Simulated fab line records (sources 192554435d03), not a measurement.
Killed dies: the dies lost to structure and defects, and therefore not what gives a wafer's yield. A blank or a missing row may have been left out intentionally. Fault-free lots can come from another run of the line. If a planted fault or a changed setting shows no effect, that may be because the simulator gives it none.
Split-lot experiment / flow n5-finfet / 7 lots, 21 wafers read, on a route of 1938 steps

== THE SPLIT ==
At N5_SDB_COAT_03 (time 60 s, resist thk 100 nm), the setting spin-rpm was moved away from the recipe's 1500 rpm on 7 of the 21 wafers read, by -3.2% to +9.2%. All remaining wafers had this setting at the recipe value.

== FROM THE SPLIT TO THE READING: what the file shows between them, 7 steps ==
- N5_SDB_COAT_04: time 60 s, resist thk 18 nm
- N5_SDB_COAT_05: resist thk 90 nm
- N5_SDB_DESCUM_16: chemistry O2, time 7.9 s
- N5_SDB_ETCH_17: etches SiARC in CF4, target depth 23.4 nm, time 39 s
- N5_SDB_ETCH_18: etches SOC in N2/H2, target depth 100 nm, overetch 20 nm, time 150 s
- N5_SDB_STRIP_19: strips in N2/H2
- N5_SDB_STRIP_21: strips in CF4

== THE READING ==
SOC_of_SDB_COAT_03.thk-nm (the simulator's own value, which no gauge read), in nm, at N5_SDB_HM_OPEN_20 (chemistry CH3F/O2, target SiNx, stops on poly-Si, target depth 24 nm). No usual value for it is given in the file. Average 84.2 nm, standard deviation 0.35 nm, over the 14 wafers here run with the recipe.

wafer=L078.1; tool, chamber at the split=litho-track-05, 0; spin-rpm as run, rpm=1549; against the recipe=+3.3%; SOC_of_SDB_COAT_03.thk-nm, nm=82; against lot-mates on the recipe=-1.8
wafer=L078.5; tool, chamber at the split=litho-track-05, 0; spin-rpm as run, rpm=1500; against the recipe=recipe; SOC_of_SDB_COAT_03.thk-nm, nm=83.8; against lot-mates on the recipe=-
wafer=L078.6; tool, chamber at the split=litho-track-05, 0; spin-rpm as run, rpm=1549; against the recipe=+3.3%; SOC_of_SDB_COAT_03.thk-nm, nm=82.6; against lot-mates on the recipe=-1.2
wafer=L079.1; tool, chamber at the split=litho-track-01, 0; spin-rpm as run, rpm=1452; against the recipe=-3.2%; SOC_of_SDB_COAT_03.thk-nm, nm=86.2; against lot-mates on the recipe=+1.4
wafer=L079.3; tool, chamber at the split=litho-track-01, 0; spin-rpm as run, rpm=1500; against the recipe=recipe; SOC_of_SDB_COAT_03.thk-nm, nm=84.8; against lot-mates on the recipe=-
wafer=L079.5; tool, chamber at the split=litho-track-01, 0; spin-rpm as run, rpm=1452; against the recipe=-3.2%; SOC_of_SDB_COAT_03.thk-nm, nm=86.4; against lot-mates on the recipe=+1.6
wafer=L085.1; tool, chamber at the split=litho-track-01, 0; spin-rpm as run, rpm=1500; against the recipe=recipe; SOC_of_SDB_COAT_03.thk-nm, nm=84.2; against lot-mates on the recipe=-
wafer=L085.5; tool, chamber at the split=litho-track-01, 0; spin-rpm as run, rpm=1638; against the recipe=+9.2%; SOC_of_SDB_COAT_03.thk-nm, nm=80.2; against lot-mates on the recipe=-4.0
wafer=L085.6; tool, chamber at the split=litho-track-01, 0; spin-rpm as run, rpm=1638; against the recipe=+9.2%; SOC_of_SDB_COAT_03.thk-nm, nm=80.2; against lot-mates on the recipe=-4.0
wafer=L087.1; tool, chamber at the split=litho-track-02, 0; spin-rpm as run, rpm=1600; against the recipe=+6.7%; SOC_of_SDB_COAT_03.thk-nm, nm=81; against lot-mates on the recipe=-3.0
wafer=L087.5; tool, chamber at the split=litho-track-02, 0; spin-rpm as run, rpm=1500; against the recipe=recipe; SOC_of_SDB_COAT_03.thk-nm, nm=84; against lot-mates on the recipe=-
wafer=L087.6; tool, chamber at the split=litho-track-02, 0; spin-rpm as run, rpm=1500; against the recipe=recipe; SOC_of_SDB_COAT_03.thk-nm, nm=84; against lot-mates on the recipe=-
wafer=L090.2; tool, chamber at the split=litho-track-05, 0; spin-rpm as run, rpm=1500; against the recipe=recipe; SOC_of_SDB_COAT_03.thk-nm, nm=84; against lot-mates on the recipe=-
wafer=L090.4; tool, chamber at the split=litho-track-05, 0; spin-rpm as run, rpm=1500; against the recipe=recipe; SOC_of_SDB_COAT_03.thk-nm, nm=84; against lot-mates on the recipe=-
wafer=L090.5; tool, chamber at the split=litho-track-05, 0; spin-rpm as run, rpm=1500; against the recipe=recipe; SOC_of_SDB_COAT_03.thk-nm, nm=83.6; against lot-mates on the recipe=-
wafer=L092.2; tool, chamber at the split=litho-track-02, 0; spin-rpm as run, rpm=1500; against the recipe=recipe; SOC_of_SDB_COAT_03.thk-nm, nm=84.2; against lot-mates on the recipe=-
wafer=L092.5; tool, chamber at the split=litho-track-02, 0; spin-rpm as run, rpm=1500; against the recipe=recipe; SOC_of_SDB_COAT_03.thk-nm, nm=84.4; against lot-mates on the recipe=-
wafer=L092.6; tool, chamber at the split=litho-track-02, 0; spin-rpm as run, rpm=1500; against the recipe=recipe; SOC_of_SDB_COAT_03.thk-nm, nm=84.4; against lot-mates on the recipe=-
wafer=L096.1; tool, chamber at the split=litho-track-01, 0; spin-rpm as run, rpm=1500; against the recipe=recipe; SOC_of_SDB_COAT_03.thk-nm, nm=85; against lot-mates on the recipe=-
wafer=L096.3; tool, chamber at the split=litho-track-01, 0; spin-rpm as run, rpm=1500; against the recipe=recipe; SOC_of_SDB_COAT_03.thk-nm, nm=84.2; against lot-mates on the recipe=-
wafer=L096.4; tool, chamber at the split=litho-track-01, 0; spin-rpm as run, rpm=1500; against the recipe=recipe; SOC_of_SDB_COAT_03.thk-nm, nm=84.2; against lot-mates on the recipe=-

FIT RESULTS
A straight line over all 21 wafers: SOC_of_SDB_COAT_03.thk-nm changes by -0.479 nm for each +1% of spin-rpm; r = -0.97; the points scatter about the line by 0.4 nm.
The same after taking each lot's own level away (the mean of its wafers on the recipe; 21 wafers): -0.443 nm for each +1%; r = -0.99; scatter 0.2 nm.
According to that fit, moving spin-rpm by its largest amount changes the reading by 4.1 nm.
Across the lots, their own levels run from 83.80 to 84.80 nm, a range of 2.8 times the standard deviation given above.
So the lot-to-lot level changes the slope little: the two slopes agree.
Check: with one of the wafers moved furthest among these (+9.2%) left out of the fit, the line predicts -4.1 nm for it against its lot-mates. Against them it came out at -4 nm.

== FURTHER SPLITS ON THESE WAFERS ==
These wafers also went through other splits before the reading. Each is held against what the fit with the lots' levels taken away leaves over:
other split on the same wafers=N5_WELL_APT_PEB_06 peb-time-s; wafers away from the commonest value=7; r with SOC_of_SDB_COAT_03.thk-nm (lot level and that fit taken away)=-0.04
other split on the same wafers=N5_WELL_APT_DEVELOP_07 develop-time-s; wafers away from the commonest value=6; r with SOC_of_SDB_COAT_03.thk-nm (lot level and that fit taken away)=+0.08
other split on the same wafers=N5_DUMMY_GATE_ETCH_32 time-s; wafers away from the commonest value=8; r with SOC_of_SDB_COAT_03.thk-nm (lot level and that fit taken away)=-0.21
other split on the same wafers=N5_SD_EPI_N_PEB_07 peb-temp-c; wafers away from the commonest value=5; r with SOC_of_SDB_COAT_03.thk-nm (lot level and that fit taken away)=+0.08
other split on the same wafers=N5_SD_EPI_N_DESCUM_14 time-s; wafers away from the commonest value=10; r with SOC_of_SDB_COAT_03.thk-nm (lot level and that fit taken away)=-0.17
other split on the same wafers=N5_ILD0_CMP_03 down-force-psi; wafers away from the commonest value=6; r with SOC_of_SDB_COAT_03.thk-nm (lot level and that fit taken away)=-0.08

== THE WHOLE CHAIN: every reading that the file lists as answering this split, in the file's order ==
step=N5_SDB_COAT_03; what it does=time 60 s, resist thk 100 nm; reading=SOC_of_SDB_COAT_03.thk-nm (the simulator's own value, which no gauge read); change (the file's fit)=-0.462 nm for each +1% of the setting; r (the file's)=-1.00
step=N5_SDB_ETCH_18; what it does=etches SOC in N2/H2, target depth 100 nm, overetch 20 nm, time 150 s; reading=etch.depth-nm (the simulator's own value, which no gauge read); change (the file's fit)=-0.463 nm for each +1% of the setting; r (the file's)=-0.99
step=N5_SDB_HM_OPEN_20; what it does=chemistry CH3F/O2, target SiNx, stops on poly-Si, target depth 24 nm; reading=SOC_of_SDB_COAT_03.thk-nm (the simulator's own value, which no gauge read); change (the file's fit)=-0.443 nm for each +1% of the setting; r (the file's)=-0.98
step=N5_SDB_STRIP_22; what it does=strips in N2/H2; reading=strip-time-to-endpoint-s; change (the file's fit)=withheld for each +1% of the setting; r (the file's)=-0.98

== THE FILE'S OWN FIT ==
SOC_of_SDB_COAT_03.thk-nm changes by -0.443 nm for each +1% of spin-rpm, r = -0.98.
